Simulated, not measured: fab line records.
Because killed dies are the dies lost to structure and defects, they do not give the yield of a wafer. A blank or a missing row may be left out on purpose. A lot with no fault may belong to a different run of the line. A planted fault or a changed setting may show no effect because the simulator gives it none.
Chamber matching | flow nand_harc | NHARC_A_CONTACT_DEP_29 on pecvd-04 has 3 sister chambers
The step deposits SiON, target thk 100 nm. 3 wafers are shown with their chamber, then 8 later ones without.

== WAFERS WITH THEIR CHAMBER ==
wafer  | chamber | heater_power_w (W)
L080.1 | 0       | 803
L083.4 | 1       | 836
L090.1 | 2       | 693

== WAFERS WITHOUT THEIR CHAMBER ==
wafer  | heater_power_w (W)
L090.5 | 698
L090.6 | 705
L088.1 | 689
L088.5 | 843
L088.6 | 744
L094.3 | 734
L094.5 | 920
L094.6 | 779

== EACH ONE'S CHAMBER ==
wafer  | from the rows above          | in truth
L090.5 | 2                            | 2
L090.6 | 2                            | 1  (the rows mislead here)
L088.1 | 2                            | 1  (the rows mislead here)
L088.5 | can't be placed: 1 or 0      | 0
L088.6 | can't be placed: 2 or 0 or 1 | 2
L094.3 | can't be placed: 2 or 0 or 1 | 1
L094.5 | can't be placed: 1 or 0      | 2
L094.6 | can't be placed: 0 or 1 or 2 | 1
Correct placement for 1 of the 8. These rows do not allow placing 5 (true chamber among the candidates in 4). Wrongly placed: 2.
How it was worked out, from the rows above alone: a wafer's distance from a chamber is the root of the sum, over the readings, of the square of ((its reading less the chamber's mean) divided by the reading's scatter). The wafer belongs to the nearest chamber; if the next one is less than 2 further off, it can't be placed. For every chamber, the mean is computed from those of its wafers that are shown. The scatter (one wafer shown for each chamber): square how far every hidden wafer sits from the nearest shown wafer, average those squares and take the square root.
